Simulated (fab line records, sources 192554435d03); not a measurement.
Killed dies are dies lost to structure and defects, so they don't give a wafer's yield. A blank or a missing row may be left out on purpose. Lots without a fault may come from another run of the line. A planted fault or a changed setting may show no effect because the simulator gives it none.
Which tool did it? | flow n5_finfet | 24 lots, 72 wafers sampled, at 3 steps of a route of 1938

WHAT THE GAUGES READ, wafer by wafer
N5_BEOL_M7_INSPECT_13: inspects for defects (brightfield).
lot  | measured     | on                | raw_defect_count
L075 | day 8 13:28  | defect_inspect-02 | 440 453 520
L074 | day 9 01:57  | defect_inspect-01 | 398 400 445
L076 | day 9 08:25  | defect_inspect-01 | 517 453 474
L077 | day 9 18:44  | defect_inspect-02 | 428 499 498
L078 | day 9 20:54  | defect_inspect-02 | 289 493 417
L079 | day 10 15:09 | defect_inspect-02 | 391 373 326
L080 | day 10 15:27 | defect_inspect-01 | 650 411 787
L081 | day 10 18:15 | defect_inspect-01 | 611 577 705
L082 | day 10 21:11 | defect_inspect-02 | 415 327 358
L083 | day 10 21:46 | defect_inspect-02 | 269 310 356
L084 | day 11 01:55 | defect_inspect-02 | 475 321 602
L085 | day 12 00:14 | defect_inspect-01 | 421 657 507
L086 | day 12 04:19 | defect_inspect-02 | 316 307 327
L087 | day 12 07:08 | defect_inspect-01 | 435 357 465
L088 | day 12 07:50 | defect_inspect-02 | 302 435 497
L090 | day 12 15:16 | defect_inspect-01 | 363 454 467
L089 | day 12 23:55 | defect_inspect-01 | 403 526 382
L091 | day 13 02:25 | defect_inspect-02 | 471 471 472
L092 | day 13 17:47 | defect_inspect-02 | 356 371 353
L094 | day 13 20:55 | defect_inspect-01 | 305 443 553
L093 | day 13 21:05 | defect_inspect-01 | 372 570 358
L095 | day 14 05:09 | defect_inspect-01 | 628 747 583
L096 | day 14 05:19 | defect_inspect-01 | 363 429 411
L097 | day 14 08:08 | defect_inspect-02 | 456 360 535

WHICH TOOL RAN EACH LOT (tool, then ch and the chambers of the sampled wafers, then the start)
lot  | N5_BEOL_M7_CURE_74            | N5_BEOL_M7_HM_DEP_02
L075 | uv_cure-03 ch 0, day 8 11:49  | pvd_sputter-01, day 8 13:02
L074 | uv_cure-01 ch 1, day 8 22:18  | pvd_sputter-03, day 9 01:24
L076 | uv_cure-01 ch 2, day 9 06:40  | pvd_sputter-01, day 9 07:52
L077 | uv_cure-01 ch 0, day 9 16:11  | pvd_sputter-03, day 9 18:11
L078 | uv_cure-02 ch 1, day 9 18:51  | pvd_sputter-01, day 9 20:28
L079 | uv_cure-03 ch 2, day 10 13:24 | pvd_sputter-01, day 10 14:43
L080 | uv_cure-02 ch 2, day 10 13:46 | pvd_sputter-01, day 10 14:54
L081 | uv_cure-02 ch 2, day 10 16:55 | pvd_sputter-02, day 10 17:42
L082 | uv_cure-03 ch 0, day 10 17:33 | pvd_sputter-02, day 10 20:36
L083 | uv_cure-02 ch 2, day 10 20:05 | pvd_sputter-03, day 10 21:13
L084 | uv_cure-03 ch 0, day 10 23:38 | pvd_sputter-03, day 11 01:22
L085 | uv_cure-03 ch 0, day 11 23:04 | pvd_sputter-03, day 11 23:41
L086 | uv_cure-03 ch 1, day 12 00:30 | pvd_sputter-01, day 12 03:45
L087 | uv_cure-02 ch 0, day 12 05:28 | pvd_sputter-03, day 12 06:35
L088 | uv_cure-01 ch 2, day 12 06:40 | pvd_sputter-01, day 12 07:16
L090 | uv_cure-03 ch 0, day 12 13:25 | pvd_sputter-03, day 12 14:43
L089 | uv_cure-03 ch 1, day 12 22:23 | pvd_sputter-03, day 12 23:22
L091 | uv_cure-03 ch 2, day 13 00:51 | pvd_sputter-03, day 13 01:59
L092 | uv_cure-03 ch 1, day 13 15:14 | pvd_sputter-02, day 13 17:14
L094 | uv_cure-03 ch 2, day 13 19:34 | pvd_sputter-02, day 13 20:22
L093 | uv_cure-02 ch 0, day 13 19:41 | pvd_sputter-01, day 13 20:28
L095 | uv_cure-01 ch 0, day 14 03:10 | pvd_sputter-03, day 14 04:36
L096 | uv_cure-02 ch 0, day 14 03:12 | pvd_sputter-01, day 14 04:41
L097 | uv_cure-01 ch 1, day 14 07:00 | pvd_sputter-03, day 14 07:42
- N5_BEOL_M7_CURE_74: cures SiCOH lowk, time 240 s.
- N5_BEOL_M7_HM_DEP_02: deposits TiN, target thk 20 nm.

WHAT THE TOOLS THEMSELVES READ (means of the sampled wafers that have a number; where no wafer has one, the mark that the record gives instead)
N5_BEOL_M7_CURE_74.
lot  | tool       | lamp_power_pct (%) | wafer_temp_C_max
L075 | uv_cure-03 | 52.33              | 387.6
L074 | uv_cure-01 | 52.26              | 386.4
L076 | uv_cure-01 | 52.29              | 386.7
L077 | uv_cure-01 | 52.33              | 387.1
L078 | uv_cure-02 | 52.28              | 387.5
L079 | uv_cure-03 | 52.34              | 388.0
L080 | uv_cure-02 | 52.29              | 388.2
L081 | uv_cure-02 | 52.29              | 388.3
L082 | uv_cure-03 | 52.28              | 386.4
L083 | uv_cure-02 | 52.34              | 388.3
L084 | uv_cure-03 | 52.26              | 386.4
L085 | uv_cure-03 | 52.27              | 386.9
L086 | uv_cure-03 | 52.28              | 387.5
L087 | uv_cure-02 | 52.36              | 387.1
L088 | uv_cure-01 | 52.32              | 386.4
L090 | uv_cure-03 | 52.28              | 386.4
L089 | uv_cure-03 | 52.30              | 387.6
L091 | uv_cure-03 | 52.29              | 387.6
L092 | uv_cure-03 | 52.27              | 387.3
L094 | uv_cure-03 | 52.30              | 387.9
L093 | uv_cure-02 | 52.33              | 387.2
L095 | uv_cure-01 | 52.29              | 387.1
L096 | uv_cure-02 | 52.35              | 387.3
L097 | uv_cure-01 | 52.29              | 386.8

N5_BEOL_M7_HM_DEP_02.
lot  | tool           | throttle_valve_pct (%)
L075 | pvd_sputter-01 | 30.1
L074 | pvd_sputter-03 | 29.8
L076 | pvd_sputter-01 | 30.7
L077 | pvd_sputter-03 | 30.3
L078 | pvd_sputter-01 | 29.4
L079 | pvd_sputter-01 | 30.0
L080 | pvd_sputter-01 | 28.6
L081 | pvd_sputter-02 | 30.0
L082 | pvd_sputter-02 | 29.4
L083 | pvd_sputter-03 | 30.6
L084 | pvd_sputter-03 | 30.4
L085 | pvd_sputter-03 | 29.7
L086 | pvd_sputter-01 | 29.9
L087 | pvd_sputter-03 | 30.4
L088 | pvd_sputter-01 | 29.9
L090 | pvd_sputter-03 | 30.0
L089 | pvd_sputter-03 | 29.7
L091 | pvd_sputter-03 | 30.3
L092 | pvd_sputter-02 | 30.0
L094 | pvd_sputter-02 | 29.4
L093 | pvd_sputter-01 | 30.9
L095 | pvd_sputter-03 | 30.5
L096 | pvd_sputter-01 | 30.7
L097 | pvd_sputter-03 | 30.5

THE ANSWER, worked out from the rows above alone
Rule: what is usual is taken from the lots themselves. Put in order of their means at a reading, lots are off if they are a third of the lots or fewer, leave a main group of 4 or more, and stand apart from it by a gap of 3 or more times the standard deviation of the main group's means; of several such gaps the widest counts. A main group whose means are all the same, to the digits that the tables above print for the reading, isn't used. A lot without any number at a reading at which 4 lots or more have one is off too. The other lots that the step has rows for count as sound. The gauges are gone through in route order, then the tools' own readings, and for those a lot's mean is taken as printed above. The first step at which some lot is off is used, and at that step the reading that is off furthest; a lot without a number counts as furthest.
No lot is off at any reading shown: from this, nothing can be told.

WHAT THE SIMULATOR HAD PUT IN
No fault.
